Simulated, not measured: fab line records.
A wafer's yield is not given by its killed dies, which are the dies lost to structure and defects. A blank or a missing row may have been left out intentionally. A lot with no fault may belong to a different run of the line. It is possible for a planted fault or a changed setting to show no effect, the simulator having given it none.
Matching of chambers | flow n5-finfet | N5_BEOL_M4_DESCUM_33 on rie-diel-02 has 4 sister chambers
The step chemistry O2, time 7 s. 8 wafers are shown with their chamber, then 7 later ones without.

EACH WAFER AND ITS CHAMBER
wafer  | chamber | drypump-motor-current-A (A) | showerhead-plenum-p-Torr (Torr)
L079.1 | 0       | 6.5                         | 2.20
L088.1 | 1       | 6.3                         | 2.05
L088.5 | 0       | 6.5                         | 2.19
L089.1 | 1       | 6.2                         | 2.05
L089.5 | 2       | 5.1                         | 2.09
L089.6 | 3       | 5.9                         | 2.10
L091.1 | 3       | 5.9                         | 2.10
L091.2 | 2       | 5.1                         | 2.09

WAFERS MISSING THEIR CHAMBER
wafer  | drypump-motor-current-A (A) | showerhead-plenum-p-Torr (Torr)
L091.6 | 6.5                         | 2.19
L096.2 | 6.6                         | 2.18
L096.4 | 6.3                         | 2.04
L096.5 | 6.6                         | 2.18
L097.1 | 5.1                         | 2.08
L097.3 | 6.3                         | 2.04
L097.5 | 5.1                         | 2.08

CHAMBER TAKEN BY EACH
wafer  | from the rows above | in truth
L091.6 | 0                   | 0
L096.2 | 0                   | 0
L096.4 | 1                   | 1
L096.5 | 0                   | 0
L097.1 | 2                   | 2
L097.3 | 1                   | 1
L097.5 | 2                   | 2
7 of 7 placed correctly. Not placeable from these rows: 0. 0 placed wrongly.
How it was worked out, from the rows above alone: a wafer's distance from a chamber is the root of the sum, over the readings, of the square of ((its reading less the chamber's mean) divided by the reading's scatter). If the next closest chamber is less than 2 further off than the closest, the wafer can't be placed; otherwise it belongs to the closest. For every chamber, the mean is computed from those of its wafers that are shown. How the scatter is found: for the shown wafers, subtract from each reading the mean of its chamber, square and add these, divide the total by (wafers less chambers), then take the root.
